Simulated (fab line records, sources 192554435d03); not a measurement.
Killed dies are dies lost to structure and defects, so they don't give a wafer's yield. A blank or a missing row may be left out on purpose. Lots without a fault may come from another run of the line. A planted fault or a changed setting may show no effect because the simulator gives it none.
A struck lot beside a sound one | flow n5_finfet | 16 steps out of a route of 1938
Sound: wafers L666.3, L666.5, L666.6. Struck: wafers L656.2, L656.5, L656.6. The cause comes at the end.
At each step with rows: each side's tool, then ch and its chambers, then its first start. Under that, the readings that differ: sound wafers | struck wafers | difference of the means | sigmas: that difference in standard deviations of wafers without a fault.
alike: readings whose means differ by less than 2 such deviations, and words and numbers that are the same on both sides. not compared: withheld readings, readings that some wafer has no value for, bounds like >300 that may hide the same value, and numbers for which the record gives no deviation and whose values overlap.
The two part at a step that has a row with sigmas, a row that says differs or no value, or rows on one side only. Numbers that don't overlap but have no deviation are shown without sigmas and don't part them. A reading that every wafer of one side lacks parts them only if that side has two wafers or more.

N5_MOL_CONTACT_COAG_STRIP_96: strips in N2/H2.
  sound on rie_diel-03 ch 0,1,3, day 9 15:35; struck on rie_diel-01 ch 2,3, day 7 05:24
  alike: bias_power_w, drypump_motor_current_A, oes_product_au, rf_vpp_V, showerhead_plenum_p_Torr, throttle_valve_pct
  not compared: rf_hours_counter_h
N5_MOL_CONTACT_COAG_ETCH_47: etches SiNx in CH3F/O2, stops on W, target depth 27 nm.
  sound on rie_diel-03 ch 0,1,3, day 9 15:37; struck on rie_diel-01 ch 2,3, day 7 05:26
  alike: O2_flow_sccm, drypump_motor_current_A, etch_rf_on_time_s, oes_product_au, rf_vpp_V, showerhead_plenum_p_Torr, throttle_valve_pct
  not compared: rf_hours_counter_h
N5_MOL_CONTACT_COAG_STRIP_119: strips in N2/H2, time 30 s.
  sound on plasma_asher-01 ch 0,1, day 9 15:43; struck on plasma_asher-01 ch 0,1, day 7 05:31
  alike: drypump_motor_current_A, heater_power_w
  not compared: rf_hours_counter_h
then, 2 steps without rows for these wafers: N5_MOL_CONTACT_COAG_PRECLEAN_144 (cleans in alkaline clean, time 60 s); N5_MOL_CONTACT_COAG_SRD_145 (time 30 s).
N5_MOL_CONTACT_COAG_CD_MEAS_137: target cd 16 nm.
  sound on cd_sem-03, day 9 15:51; struck on cd_sem-02, day 7 05:40
  alike: cd_nm
then, 6 steps without rows for these wafers: N5_MOL_CONTACT_COAG_COAT_62 (time 60 s, resist thk 60 nm); N5_MOL_CONTACT_COAG_COAT_63 (time 60 s, resist thk 10 nm); N5_MOL_CONTACT_COAG_COAT_64 (time 60 s, resist thk 10 nm); N5_MOL_CONTACT_COAG_COAT_34 (resist thk 40 nm); N5_MOL_CONTACT_COAG_EBR_36; N5_MOL_CONTACT_COAG_SOFTBAKE_35 (time 60 s).
N5_MOL_CONTACT_COAG_EXPOSE_37: exposes mask VD, defocus 0 nm.
  sound on euv_scanner-01 ch 0, day 9 16:10; struck on euv_scanner-02 ch 0, day 7 05:51
  reading              | sound             | struck            | difference | sigmas
  exposure_dose_mJ_cm2 | 61.88 61.92 61.96 | 63.09 63.08 63.07 | +1.16      | +15
  alike: mask
then, 1 step without rows for these wafers: N5_MOL_CONTACT_COAG_PEB_38 (peb time 60 s).
-- the record jumps here: 5 days lie between the struck wafers' starts before and after (it left off in module MOL_CONTACT_COAG and takes up again in module BEOL_M4, whose first step shown is number 1111 of the route) --
N5_BEOL_M4_RC_MEAS_101:
  sound on prober-02 ch 0, day 15 03:44; struck on prober-01 ch 0, day 12 12:28
  alike: DIBL_N, DIBL_P, IOFF_N, IOFF_P, ION_N, ION_P, SS_N, SS_P, VT_N, VT_P
-- the record jumps here: 5 days lie between the struck wafers' starts before and after (it left off in module BEOL_M4 and takes up again in module PASSIVATION, whose first step shown is number 1936 of the route) --
N5_PASSIVATION_PROBE_49:
  the record has rows for the struck wafers here (prober-01, day 17 11:10) and none for the sound ones

WHERE THEY PART
First at N5_MOL_CONTACT_COAG_EXPOSE_37; last, within this record, at N5_PASSIVATION_PROBE_49.

WHY: what the simulator had put in
Process parameter drift: euv_scanner-02, from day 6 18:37 on, at N5_MOL_CONTACT_COAG_EXPOSE_37. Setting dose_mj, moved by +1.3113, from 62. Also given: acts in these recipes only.
